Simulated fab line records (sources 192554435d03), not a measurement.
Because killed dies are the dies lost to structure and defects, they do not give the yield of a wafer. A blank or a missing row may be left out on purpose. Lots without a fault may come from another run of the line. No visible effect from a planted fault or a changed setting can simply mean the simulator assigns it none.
fab line records ; flow n5-finfet
[record] lots = 9; wafers = 27; last-day = 18
route steps=1938 shown MOL_CONTACT_COAG@602 BEOL_M4@1111 PASSIVATION@1936
lots untouched by any fault: they come from a run of this same line in which no faults occurred
start-h: hours from the record's opening day to when the first of the lot's shown wafers began ; wait-h: hours elapsed since this lot's preceding step ; " unchanged from the row above ; L1.1+2: several wafers, shown together as one row ; - no value, or no start was given ; * or withheld: withheld ; < > ~ a bound
route shown NAME@n: names a module that has steps shown in the file, with the first one's number in the route ; usual: mean/standard deviation of fault-free wafers ; same: alike in all rows ; chamber/n: place in a boat ; sites: per-site readings ; _std_site: their standard deviation ; _edge_site: the outer-site mean with the inner-site mean subtracted ; radius-mm: how far each site lies from the wafer's centre ; mask NAME#n: copy n ; behind: tool/chamber where the wafer was last shaped ; hold: why the lot was held/for how many hours/how that ended ; device: which transistor (n, p or np) failed to switch ; end of line: the tests these same wafers got at the end of their route ; step lacking rows: just its recipe ; killed: the dies lost at the first sort to structure and to defects; this is not the yield of the wafer ; map: the dies of a wafer, with x for killed, . for not killed, _ for no die there
set.NAME: the setting as run; set.NAME@STEP: as run at that earlier step ; model.NAME: the simulator's own value behind a step, which no gauge read
steps of the route over a sample of lots; a table a step, a row a wafer
services: a tool's chamber out of use, with start hour (start-h, from the record's first day; less than 0 if before it), hours out, and reason
[[steps]]
[step N5_MOL_CONTACT_COAG_CD_MEAS_40]
[recipe] target-cd-nm = 25.1; landing-energy-ev = 500; detector = se-inlens; polarity = opening
[usual] cd-nm = 25.14/0.23
lot.wafer;tool;chamber;start-h;wait-h;cd-nm
L381.1;cd-sem-02;0;104.73;-;25.01
L381.2;cd-sem-02;0;104.73;-;24.86
L381.5;cd-sem-02;0;104.73;-;24.93
L383.3;cd-sem-01;0;111.06;-;25.19
L383.4;cd-sem-01;0;111.06;-;24.99
L383.6;cd-sem-01;0;111.06;-;25.16
L386.2;cd-sem-01;0;131.13;-;25.14
L386.4;cd-sem-01;0;131.13;-;24.93
L386.6;cd-sem-01;0;131.13;-;25.51
L387.1;cd-sem-01;0;136.83;-;25.37
L387.4;cd-sem-01;0;136.83;-;24.83
L387.5;cd-sem-01;0;136.83;-;25.05
L389.1;cd-sem-03;0;152.22;-;24.97
L389.3;cd-sem-03;0;152.22;-;25.49
L389.5;cd-sem-03;0;152.22;-;25.16
L395.2;cd-sem-02;0;185.30;-;24.81
L395.4;cd-sem-02;0;185.30;-;25.12
L395.6;cd-sem-02;0;185.30;-;25.11
L401.1;cd-sem-03;0;222.52;-;25.28
L401.5;cd-sem-03;0;222.52;-;25.34
L401.6;cd-sem-03;0;222.52;-;25.36
L403.1;cd-sem-03;0;238.21;-;24.56
L403.2;cd-sem-03;0;238.21;-;25.27
L403.3;cd-sem-03;0;238.21;-;24.97
L404.1;cd-sem-02;0;240.14;-;25.51
L404.2;cd-sem-02;0;240.14;-;24.92
L404.4;cd-sem-02;0;240.14;-;24.78
[step N5_MOL_CONTACT_COAG_ALD_133]
[recipe] material = SiO2; target-thk-a = 50; temp-c = 100; ald-precursor-family = BDEAS; ald-co-reactant = O2-plasma; pulse-time-s = 1; co-reactant-pulse-time-s = 1; purge-time-s = 2; co-reactant-purge-time-s = 2; ald-cycles = 35; pressure-torr = 2
[usual] heater-power-w = 77/6.5; precursor-pulse-height-rel = 0.997/0.022
lot.wafer;tool;chamber;start-h;wait-h;heater-power-w;precursor-pulse-height-rel;since-wet-clean-h
L381.1;ald-sin-01;1;105.39;0.2;71;0.986;203
L381.2;ald-sin-01;0;105.39;0.2;78;0.977;203
L381.5;ald-sin-01;3;105.39;0.2;85;0.977;-
L383.3;ald-sin-03;1;111.32;0.1;76;0.951;101
L383.4;ald-sin-03;1;111.32;0.1;76;0.966;-
L383.6;ald-sin-03;0;111.32;0.1;82;0.950;-
L386.2;ald-sin-02;1;132.14;0.3;73;1.015;33
L386.4;ald-sin-02;2;132.14;0.3;65;0.981;33
L386.6;ald-sin-02;2;132.14;0.3;63;0.966;-
L387.1;ald-sin-01;1;137.09;0.1;71;1.017;235
L387.4;ald-sin-01;3;137.09;0.1;85;1.014;235
L387.5;ald-sin-01;0;137.09;0.1;77;1.010;-
L389.1;ald-sin-03;0;152.47;0.1;82;1.016;143
L389.3;ald-sin-03;2;152.47;0.1;82;0.995;143
L389.5;ald-sin-03;0;152.47;0.1;81;1.007;-
L395.2;ald-sin-02;0;185.58;0.1;73;0.992;86
L395.4;ald-sin-02;1;185.58;0.1;74;1.053;86
L395.6;ald-sin-02;3;185.58;0.1;73;0.996;-
L401.1;ald-sin-01;0;223.20;0.5;75;0.997;321
L401.5;ald-sin-01;1;223.20;0.5;72;1.028;-
L401.6;ald-sin-01;2;223.20;0.5;90;0.964;-
L403.1;ald-sin-03;2;238.81;0.1;82;0.991;229
L403.2;ald-sin-03;0;238.81;0.1;81;0.999;229
L403.3;ald-sin-03;3;238.81;0.1;83;0.963;229
L404.1;ald-sin-02;2;240.70;0.1;64;0.962;141
L404.2;ald-sin-02;1;240.70;0.1;73;1.020;141
L404.4;ald-sin-02;2;240.70;0.1;64;1.034;-
[step N5_MOL_CONTACT_COAG_ETCH_67]
[recipe] chemistry = N2/H2; target = SOC; target-depth-a = 600; overetch-a = 210; mask-material = SiARC; temp-c = 40; time-s = 101.2; ion-energy-ev = 200; pressure-mtorr = 30; source-w = 840; bias-w = 150; n2-flow-sccm = 200; h2-flow-sccm = 200
[usual] drypump-motor-current-A = 5.7/0.5; oes-product-au = 0.64/0.068; rf-vpp-V = 522.7/1.3; showerhead-plenum-p-Torr = 2.50/0.035; throttle-valve-pct = 17.84/0.28
[same] time-s = 101.2
lot.wafer;tool;chamber;start-h;wait-h;drypump-motor-current-A;oes-product-au;rf-hours-counter-h;rf-vpp-V;showerhead-plenum-p-Torr;throttle-valve-pct
L381.1;rie-diel-05;2;105.69;0.0;5.2;0.62;146;520.5;2.45;17.90
L381.2;rie-diel-05;0;105.69;0.0;5.1;0.59;211;522.4;2.52;17.80
L381.5;rie-diel-05;2;105.69;0.0;5.2;0.62;-;520.9;2.45;17.90
L383.3;rie-diel-05;1;111.59;0.0;6.0;0.60;230;524.4;2.50;17.79
L383.4;rie-diel-05;3;111.59;0.0;5.7;0.60;189;522.0;2.52;18.14
L383.6;rie-diel-05;2;111.59;0.0;5.1;0.62;-;520.9;2.44;17.92
L386.2;rie-diel-02;3;132.42;0.0;6.1;0.65;103;525.3;2.57;17.69
L386.4;rie-diel-02;0;132.42;0.0;5.7;0.67;97;521.6;2.46;17.73
L386.6;rie-diel-02;0;132.42;0.0;5.7;0.66;-;522.5;2.46;17.73
L387.1;rie-diel-02;2;137.31;0.0;6.0;0.63;158;523.5;2.54;18.23
L387.4;rie-diel-02;1;137.31;0.0;6.1;0.61;148;525.1;2.56;17.67
L387.5;rie-diel-02;3;137.31;0.0;6.1;0.65;-;523.8;2.57;17.69
L389.1;rie-diel-01;3;152.69;0.0;4.8;0.62;185;523.0;2.53;18.06
L389.3;rie-diel-01;1;152.69;0.0;5.7;0.59;225;522.2;2.51;17.96
L389.5;rie-diel-01;0;152.69;0.0;6.5;0.73;-;522.5;2.49;17.39
L395.2;rie-diel-02;0;185.79;0.0;5.6;0.65;115;521.6;2.45;17.76
L395.4;rie-diel-02;1;185.79;0.0;6.1;0.60;166;522.9;2.55;17.70
L395.6;rie-diel-02;2;185.79;0.0;6.0;0.61;-;523.3;2.54;18.26
L401.1;rie-diel-05;2;223.41;0.0;5.2;0.59;194;520.3;2.43;17.99
L401.5;rie-diel-05;3;223.41;0.0;5.7;0.58;-;522.9;2.50;18.21
L401.6;rie-diel-05;2;223.41;0.0;5.2;0.60;-;521.0;2.43;17.98
L403.1;rie-diel-05;3;239.03;0.0;5.8;0.58;240;523.4;2.50;18.24
L403.2;rie-diel-05;1;239.03;0.0;6.0;0.76;15;521.9;2.48;17.40
L403.3;rie-diel-05;2;239.03;0.0;5.1;0.58;201;521.5;2.42;18.01
L404.1;rie-diel-05;2;241.04;0.0;5.1;0.59;203;520.3;2.42;18.00
L404.2;rie-diel-05;3;241.04;0.0;5.8;0.57;242;522.2;2.50;18.26
L404.4;rie-diel-05;1;241.04;0.0;6.0;0.76;-;523.9;2.48;17.39
[step N5_MOL_CONTACT_COAG_CD_MEAS_101]
[recipe] target-cd-nm = 16
[usual] cd-nm = 16.1/0.3
lot.wafer;tool;chamber;start-h;wait-h;cd-nm
L381.1;cd-sem-01;-;106.16;0.0;16.2
L381.2;cd-sem-01;-;106.16;0.0;16.2
L381.5;cd-sem-01;-;106.16;0.0;16.7
L383.3;cd-sem-02;-;112.07;0.0;15.7
L383.4;cd-sem-02;-;112.07;0.0;15.9
L383.6;cd-sem-02;-;112.07;0.0;16.3
L386.2;cd-sem-02;-;133.21;0.0;16.0
L386.4;cd-sem-02;-;133.21;0.0;16.0
L386.6;cd-sem-02;-;133.21;0.0;16.1
L387.1;cd-sem-01;-;137.81;0.0;15.8
L387.4;cd-sem-01;-;137.81;0.0;16.4
L387.5;cd-sem-01;-;137.81;0.0;16.1
L389.1;cd-sem-03;-;153.16;0.0;16.2
L389.3;cd-sem-03;-;153.16;0.0;16.0
L389.5;cd-sem-03;-;153.16;0.0;15.8
L395.2;cd-sem-01;-;186.27;0.0;16.0
L395.4;cd-sem-01;-;186.27;0.0;17.2
L395.6;cd-sem-01;-;186.27;0.0;15.9
L401.1;cd-sem-03;-;223.89;0.0;15.6
L401.5;cd-sem-03;-;223.89;0.0;16.2
L401.6;cd-sem-03;-;223.89;0.0;16.1
L403.1;cd-sem-03;-;239.50;0.0;15.1
L403.2;cd-sem-03;-;239.50;0.0;16.1
L403.3;cd-sem-03;-;239.50;0.0;15.9
L404.1;cd-sem-01;-;241.52;0.0;16.1
L404.2;cd-sem-01;-;241.52;0.0;15.7
L404.4;cd-sem-01;-;241.52;0.0;16.3
[step N5_MOL_CONTACT_COAG_CMP_52]
[recipe] stop-on = SiO2; t-overpolish-s = 1.5; post-cmp-clean = w-dilute-nh4oh; down-force-psi = 4; platen-rpm = 50.289; pad-velocity-m-s = 1.0006; target-thk-nm = 66.5
[usual] motor-current-A = 12.0/1.6
lot.wafer;tool;chamber;start-h;wait-h;motor-current-A
L381.1;cmp-02;0;106.65;0.1;10.3
L381.2;cmp-02;1;106.65;0.1;11.1
L381.5;cmp-02;3;106.65;0.1;11.7
L383.4;cmp-01;2;112.52;0.0;10.8
L383.3;cmp-01;0;112.52;0.0;12.4
L383.6;cmp-01;3;112.52;0.0;10.6
L386.2;cmp-02;0;133.66;0.0;10.5
L386.4;cmp-02;2;133.66;0.0;10.9
L386.6;cmp-02;1;133.66;0.0;11.7
L387.4;cmp-02;0;138.26;0.0;10.0
L387.1;cmp-02;1;138.26;0.0;11.0
L387.5;cmp-02;0;138.26;0.0;11.4
L389.3;cmp-03;2;153.69;0.1;14.4
L389.1;cmp-03;3;153.69;0.1;15.1
L389.5;cmp-03;0;153.69;0.1;12.8
L395.4;cmp-01;3;186.72;0.0;10.5
L395.2;cmp-01;1;186.72;0.0;10.2
L395.6;cmp-01;3;186.72;0.0;10.6
L401.1;cmp-01;1;224.34;0.0;10.6
L401.6;cmp-01;1;224.34;0.0;10.3
L401.5;cmp-01;2;224.34;0.0;10.9
L403.1;cmp-02;0;239.95;0.0;9.9
L403.2;cmp-02;1;239.95;0.0;12.0
L403.3;cmp-02;3;239.95;0.0;11.7
L404.4;cmp-03;2;241.97;0.0;13.9
L404.1;cmp-03;3;241.97;0.0;15.3
L404.2;cmp-03;1;241.97;0.0;10.3
[step N5_BEOL_M4_RC_MEAS_101]
[usual] DIBL_N = 36.5/1.4; DIBL_P = 36.5/1.6; IOFF_N = 0.163/0.022; IOFF_P = 0.219/0.029; ION_N = 675/8.3; ION_P = 464/6.2; SS_N = 71.5/0.52; SS_P = 73.4/0.57; VT_N = 249.7/2.6; VT_P = -250/3
lot.wafer;tool;chamber;start-h;wait-h;DIBL_N[mV/V];DIBL_P[mV/V];IOFF_N[nA/um];IOFF_P[nA/um];ION_N[uA/um];ION_P[uA/um];SS_N[mV/dec];SS_P[mV/dec];VT_N[mV];VT_P[mV]
L381.1;prober-02;0;164.98;0.4;35.8;35.3;0.140;0.185;661;459;71.2;72.5;250.8;-250
L381.2;prober-02;0;164.98;0.4;38.3;37.5;0.177;0.224;671;462;72.1;73.1;248.6;-247
L381.5;prober-02;0;164.98;0.4;36.7;37.0;0.152;0.201;670;465;71.2;72.9;249.0;-249
L383.3;prober-01;0;183.48;0.3;37.4;38.1;0.189;0.216;673;455;72.7;73.7;247.7;-251
L383.4;prober-01;0;183.48;0.3;34.2;34.8;0.134;0.174;666;453;71.4;73.3;251.4;-255
L383.6;prober-01;0;183.48;0.3;36.5;38.0;0.174;0.213;676;461;72.3;73.4;250.6;-251
L386.2;prober-02;0;201.75;0.2;35.2;34.1;0.142;0.178;667;462;71.2;73.3;253.4;-255
L386.4;prober-02;0;201.75;0.2;37.9;36.5;0.191;0.215;691;463;72.1;73.6;248.8;-253
L386.6;prober-02;0;201.75;0.2;36.1;35.4;0.153;0.193;671;459;71.2;73.2;251.1;-253
L387.1;prober-02;0;208.24;0.0;33.4;33.0;0.120;0.162;675;459;71.2;72.3;252.0;-251
L387.4;prober-02;0;208.24;0.0;35.9;36.4;0.169;0.212;688;473;72.3;73.6;247.8;-249
L387.5;prober-02;0;208.24;0.0;33.5;33.4;0.123;0.164;666;457;71.3;72.5;251.7;-254
L389.1;prober-01;0;214.70;0.0;33.8;32.7;0.120;0.196;666;468;71.6;72.4;251.9;-247
L389.3;prober-01;0;214.70;0.0;36.2;35.5;0.155;0.244;671;464;71.3;73.1;249.2;-247
L389.5;prober-01;0;214.70;0.0;35.3;34.8;0.140;0.230;676;472;71.5;72.8;250.8;-248
L395.2;prober-02;0;258.71;0.2;34.4;35.2;0.136;0.204;666;464;71.6;73.7;253.6;-250
L395.4;prober-02;0;258.71;0.2;35.7;37.0;0.159;0.217;682;461;71.2;73.5;253.2;-250
L395.6;prober-02;0;258.71;0.2;35.8;36.9;0.158;0.223;670;466;71.7;73.5;249.6;-249
L401.1;prober-02;0;290.68;0.0;38.5;38.0;0.175;0.240;681;464;71.3;74.3;250.5;-247
L401.5;prober-02;0;290.68;0.0;38.7;37.9;0.184;0.244;666;460;71.4;74.3;248.6;-248
L401.6;prober-02;0;290.68;0.0;38.1;37.6;0.174;0.248;685;471;71.4;74.0;247.6;-247
L403.1;prober-02;0;310.36;0.0;35.7;37.9;0.170;0.230;681;472;72.5;73.4;250.1;-248
L403.2;prober-02;0;310.36;0.0;33.3;34.6;0.127;0.184;675;467;71.0;72.6;252.1;-251
L403.3;prober-02;0;310.36;0.0;35.0;36.6;0.151;0.217;675;465;71.1;73.3;250.0;-249
L404.1;prober-02;0;316.72;0.0;36.6;35.7;0.149;0.218;661;460;71.8;73.4;251.6;-250
L404.2;prober-02;0;316.72;0.0;37.2;36.7;0.164;0.243;665;458;72.8;73.9;250.0;-248
L404.4;prober-02;0;316.72;0.0;34.9;33.8;0.132;0.196;667;467;71.7;72.7;254.0;-251
[step N5_PASSIVATION_PROBE_49]
[usual] defect-limited-yield = 91.2/1.6; killed_at_M0_to_M3 = 33/11; killed_at_M4_up = 15/6.2; killed-at-contacts = 15/7.1; killed-at-front-end = 38/12; killed-at-other = 4/3.5; killed-dies = 104/19; killed-on-rim = 14/4; killed-open = 69/14; killed-short = 34/8.5; sort_bin_5_function = 5.2/0.99; sort_bin_6_memory = 3.3/0.77; sort-n-pass = 1076/19; sort-yield-pct = 91.2/1.6
[same] gross-dies = 1180; killed-at-back-side = 0; sort_bin_4_leakage[%] = 0; sort_bin_8_speed[%] = 0
lot.wafer;tool;chamber;start-h;wait-h;defect-limited-yield[%];killed_at_M0_to_M3;killed_at_M4_up;killed-at-contacts;killed-at-front-end;killed-at-other;killed-dies;killed-on-rim;killed-open;killed-short;sort_bin_5_function[%];sort_bin_6_memory[%];sort-n-pass;sort-yield-pct[%]
L395.4;prober-02;-;375.27;0.2;91.8;28;17;13;35;4;97;8;64;33;5.3;2.4;1083;91.8
// killed by level:class
L395.4 MOL_CONTACT_COAG:geometric-particle:open=11 BEOL_M4:geometric-particle:open=9 FIN_SAQP:geometric-particle:open=7 GATE_CUT:geometric-particle:short=7 BEOL_M1:geometric-particle:open=6 GATE_CUT:geometric-particle:open=6 STI_FIN_REVEAL:geometric-particle:open=5 BEOL_M0_SAQP:geometric-particle:short=5
[[services]]
tool;chamber;start-h;hours;kind
ald-sin-01;-;81.84;0.7;repair
ald-sin-02;-;85.65;14.0;pm
rie-diel-01;1;88.68;15.3;repair
cmp-03;-;105.77;0.9;repair
ald-sin-02;-;108.99;2.8;pm
cmp-03;-;118.45;1.5;repair
cmp-02;-;121.46;6.8;pm
rie-diel-01;1;126.77;8.7;repair
rie-diel-05;0;141.50;9.7;repair
cmp-03;-;145.48;0.9;repair
ald-sin-01;3;157.56;52.7;repair
rie-diel-05;1;163.92;15.8;repair
cmp-01;-;174.98;4.3;repair
cmp-02;-;183.81;2.2;repair
rie-diel-05;1;184.07;-;clean
rie-diel-05;1;184.07;-;consumable-replace:focus-ring
rie-diel-05;1;184.07;21.9;scheduled-down
rie-diel-05;1;184.07;21.9;vent-cycle
cmp-01;-;191.12;1.8;repair
rie-diel-01;0;205.00;10.7;repair
rie-diel-05;3;217.36;2.8;repair
rie-diel-01;1;226.12;7.0;repair
cmp-01;-;227.10;0.9;repair
ald-sin-02;3;228.19;19.0;repair
[[key]]
[first-sign] step = N5_MOL_CONTACT_COAG_CD_MEAS_101; reading = cd-nm; direction = up; sigmas = 3.6; usual = 16.1; struck = 17.2
effect none on later readings
met-at N5_MOL_CONTACT_COAG_ETCH_67
struck-lots L395
struck-wafers L395.4
not-acting-at N5_MOL_CONTACT_COAG_CD_MEAS_40,N5_MOL_CONTACT_COAG_ALD_133,N5_MOL_CONTACT_COAG_CMP_52
onset-between 137.31 185.79
[fault] kind = process-parameter-drift; tool = rie-diel-02; chamber = -; onset-h = 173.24; steps = N5_MOL_CONTACT_COAG_ETCH_67; channel = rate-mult; offset = 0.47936; shape = step; end-h = 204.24; scope = struck-wafers-only
